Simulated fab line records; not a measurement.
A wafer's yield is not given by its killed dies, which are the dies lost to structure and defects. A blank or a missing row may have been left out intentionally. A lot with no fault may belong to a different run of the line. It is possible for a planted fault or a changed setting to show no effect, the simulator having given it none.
A sampling plan put to the test + flow nandHarc + one fab line, 19 faults that these records tell of, each judged on the records of the lots that it struck
The plan is the line's own looks: the steps of the route at which a gauge or an inspection reads the wafer and doesn't change it. A look is open to judgement when struck wafers have a number at it and the file gives its usual mean and standard deviation on fault-free wafers. Caught: 4 or more of those standard deviations (sigma) separate the usual mean from the mean of the struck wafers at a look after the fault's first step. On the tool: the fault's steps, tested the same way using the tool's own readings. Caught also covers a different recipe on the struck wafers, or a record left blank for those wafers only.

== THE FAULTS, as the simulator had put them in ==
1. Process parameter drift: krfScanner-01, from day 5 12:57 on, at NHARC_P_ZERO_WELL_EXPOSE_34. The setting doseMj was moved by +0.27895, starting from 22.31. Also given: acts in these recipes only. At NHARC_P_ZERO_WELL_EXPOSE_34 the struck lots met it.
2. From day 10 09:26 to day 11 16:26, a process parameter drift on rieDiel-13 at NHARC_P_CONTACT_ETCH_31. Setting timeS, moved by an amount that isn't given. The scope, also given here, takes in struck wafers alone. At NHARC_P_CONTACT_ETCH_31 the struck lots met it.
3. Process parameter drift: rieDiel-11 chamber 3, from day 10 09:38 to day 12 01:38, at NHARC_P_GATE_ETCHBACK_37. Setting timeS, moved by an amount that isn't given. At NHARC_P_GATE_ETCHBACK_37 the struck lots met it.
4. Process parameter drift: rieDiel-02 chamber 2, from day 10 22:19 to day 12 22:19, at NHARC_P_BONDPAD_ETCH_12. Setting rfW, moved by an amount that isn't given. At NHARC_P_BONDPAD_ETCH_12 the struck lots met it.
5. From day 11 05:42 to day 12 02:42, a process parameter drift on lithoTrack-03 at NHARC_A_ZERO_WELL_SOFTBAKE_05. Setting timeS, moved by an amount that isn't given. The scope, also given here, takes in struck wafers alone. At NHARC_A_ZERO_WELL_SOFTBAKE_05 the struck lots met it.
6. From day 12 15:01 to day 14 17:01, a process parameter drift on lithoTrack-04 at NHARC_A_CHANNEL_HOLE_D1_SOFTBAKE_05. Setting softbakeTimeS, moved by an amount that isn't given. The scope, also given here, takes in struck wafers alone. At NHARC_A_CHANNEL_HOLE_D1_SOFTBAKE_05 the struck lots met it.
7. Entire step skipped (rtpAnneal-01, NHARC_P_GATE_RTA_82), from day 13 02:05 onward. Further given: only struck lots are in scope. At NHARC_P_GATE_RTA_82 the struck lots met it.
8. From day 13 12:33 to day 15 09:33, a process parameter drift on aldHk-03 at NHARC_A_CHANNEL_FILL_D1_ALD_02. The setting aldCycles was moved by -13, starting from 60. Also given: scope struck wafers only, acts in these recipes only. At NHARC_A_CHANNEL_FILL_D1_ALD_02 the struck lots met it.
9. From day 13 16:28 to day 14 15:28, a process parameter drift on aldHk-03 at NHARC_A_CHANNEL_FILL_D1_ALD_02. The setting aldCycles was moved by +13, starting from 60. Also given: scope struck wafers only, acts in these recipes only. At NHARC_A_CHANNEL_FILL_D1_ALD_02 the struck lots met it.
10. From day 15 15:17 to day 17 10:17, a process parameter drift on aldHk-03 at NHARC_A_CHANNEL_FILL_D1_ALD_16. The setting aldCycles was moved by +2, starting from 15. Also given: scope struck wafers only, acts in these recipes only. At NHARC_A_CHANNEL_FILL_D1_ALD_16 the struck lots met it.
11. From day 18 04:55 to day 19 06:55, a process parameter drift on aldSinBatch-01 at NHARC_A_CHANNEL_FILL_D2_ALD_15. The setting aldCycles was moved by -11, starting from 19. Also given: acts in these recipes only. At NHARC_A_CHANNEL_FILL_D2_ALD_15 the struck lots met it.
12. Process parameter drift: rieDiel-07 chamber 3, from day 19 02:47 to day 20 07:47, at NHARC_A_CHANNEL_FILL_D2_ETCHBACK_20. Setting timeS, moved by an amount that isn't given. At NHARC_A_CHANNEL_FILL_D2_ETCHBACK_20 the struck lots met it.
13. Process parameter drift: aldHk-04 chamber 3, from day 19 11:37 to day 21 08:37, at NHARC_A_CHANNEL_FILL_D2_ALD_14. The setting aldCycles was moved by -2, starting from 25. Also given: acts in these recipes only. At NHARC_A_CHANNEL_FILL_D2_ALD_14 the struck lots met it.
14. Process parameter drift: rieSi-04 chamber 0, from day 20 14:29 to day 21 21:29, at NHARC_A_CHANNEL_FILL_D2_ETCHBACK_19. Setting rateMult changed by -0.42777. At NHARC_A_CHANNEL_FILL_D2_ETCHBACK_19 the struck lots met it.
15. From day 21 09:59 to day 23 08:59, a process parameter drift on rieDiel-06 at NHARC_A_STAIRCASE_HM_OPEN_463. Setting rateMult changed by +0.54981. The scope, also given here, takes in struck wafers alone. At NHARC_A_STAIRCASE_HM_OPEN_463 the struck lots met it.
16. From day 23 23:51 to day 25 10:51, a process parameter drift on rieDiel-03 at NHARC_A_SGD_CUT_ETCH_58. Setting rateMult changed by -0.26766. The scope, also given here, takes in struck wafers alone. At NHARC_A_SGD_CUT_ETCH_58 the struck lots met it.
17. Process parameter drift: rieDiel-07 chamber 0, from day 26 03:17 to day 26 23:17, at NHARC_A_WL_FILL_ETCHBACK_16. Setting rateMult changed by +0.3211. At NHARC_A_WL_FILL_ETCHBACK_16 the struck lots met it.
18. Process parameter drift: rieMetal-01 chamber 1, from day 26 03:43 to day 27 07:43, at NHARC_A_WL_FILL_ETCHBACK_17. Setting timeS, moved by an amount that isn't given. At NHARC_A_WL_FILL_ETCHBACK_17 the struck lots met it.
19. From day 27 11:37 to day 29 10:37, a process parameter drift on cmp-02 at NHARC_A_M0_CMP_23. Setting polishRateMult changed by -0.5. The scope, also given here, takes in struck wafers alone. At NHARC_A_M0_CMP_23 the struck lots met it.

== WHAT THE PLAN SAW ==
| fault | on the tool itself                               | first look that catches it                   | reading, sigma                                          | median hours from its first step to that look | hours from the fault's start to the first struck lot there | judged looks passed uncaught |
|-------|--------------------------------------------------|----------------------------------------------|---------------------------------------------------------|-----------------------------------------------|------------------------------------------------------------|------------------------------|
| 1     | exposureDoseMJCm2 +13 sigma                      | not the one look that can be judged after it | -                                                       | -                                             | -                                                          | 1                            |
| 2     | runLengthS -81 sigma                             | no look after it can be judged               | -                                                       | -                                             | -                                                          | 0                            |
| 3     | runLengthS +4.2 sigma                            | no look after it can be judged               | -                                                       | -                                             | -                                                          | 0                            |
| 4     | rfFwdPowerW +99 or beyond sigma                  | not the one look that can be judged after it | -                                                       | -                                             | -                                                          | 1                            |
| 5     | heaterPowerTotalW +4.5 sigma                     | not the one look that can be judged after it | -                                                       | -                                             | -                                                          | 1                            |
| 6     | heaterPowerTotalW +99 or beyond sigma            | not the one look that can be judged after it | -                                                       | -                                             | -                                                          | 1                            |
| 7     | the tool's record is blank for the struck wafers | not the one look that can be judged after it | -                                                       | -                                             | -                                                          | 1                            |
| 8     | under 2 sigma                                    | no look after it can be judged               | -                                                       | -                                             | -                                                          | 0                            |
| 9     | under 2 sigma                                    | no look after it can be judged               | -                                                       | -                                             | -                                                          | 0                            |
| 10    | under 2 sigma                                    | no look after it can be judged               | -                                                       | -                                             | -                                                          | 0                            |
| 11    | under 2 sigma                                    | not the one look that can be judged after it | strongest: killedAtPeriphery at NHARC_END_SORT_01, +2.6 | -                                             | -                                                          | 1                            |
| 12    | runLengthS -8.9 sigma                            | not the one look that can be judged after it | -                                                       | -                                             | -                                                          | 1                            |
| 13    | under 2 sigma                                    | not the one look that can be judged after it | -                                                       | -                                             | -                                                          | 1                            |
| 14    | oesProductAu -25 sigma                           | no look after it can be judged               | -                                                       | -                                             | -                                                          | 0                            |
| 15    | oesProductAu +33 sigma                           | not the one look that can be judged after it | -                                                       | -                                             | -                                                          | 1                            |
| 16    | oesProductAu -17 sigma                           | NHARC_END_SORT_01                            | killedAtArray +5.9                                      | 141.6                                         | 136                                                        | 1                            |
| 17    | oesProductAu +6.4 sigma                          | not the one look that can be judged after it | -                                                       | -                                             | -                                                          | 1                            |
| 18    | runLengthS -19 sigma                             | no look after it can be judged               | -                                                       | -                                             | -                                                          | 0                            |
| 19    | only faintly: timeToEndpointS +2.9 sigma         | NHARC_A_M0_INSPECT_27                        | rawDefectCount +17                                      | 0.5                                           | 29                                                         | 0                            |
Dash: fault not caught, or number not given in these records.

Caught at a look: 2 of 19. Caught on the tool: 13 of 19. By one or the other: 14 of 19.
Caught on the tool alone: faults 1, 2, 3, 4, 5, 6, 7, 12, 14, 15, 17, 18.
Caught at a look alone: fault 19.
Caught by neither: faults 8, 9, 10, 11, 13.

== THINNER SAMPLING ==
In the worst case, this is how late the first struck lot would be measured if the look that catches a fault measured only every second or every third lot, by lot number:
| fault | struck lots at that look, in order of time | every lot | every second lot | every third lot |
|-------|--------------------------------------------|-----------|------------------|-----------------|
| 16    | L436, L437, L439                           | 136 h     | 165 h            | may miss all 3  |
| 19    | L603                                       | 29 h      | may miss it      | may miss it     |
The hour figures run from when the fault began to the first measured lot among those it struck. The limit of 4 sigma was tested on all struck wafers together, so one lot alone may lie under it. Other struck lots may not be in these records.

== THE LONGEST TIMED WAY FROM STEP TO LOOK ==
In fault 16, a median of 141.6 hours elapses between NHARC_A_SGD_CUT_ETCH_58 and NHARC_END_SORT_01. The look between them that can be judged stayed within 4 sigma: NHARC_A_SGD_CUT_THK_MEAS_22.
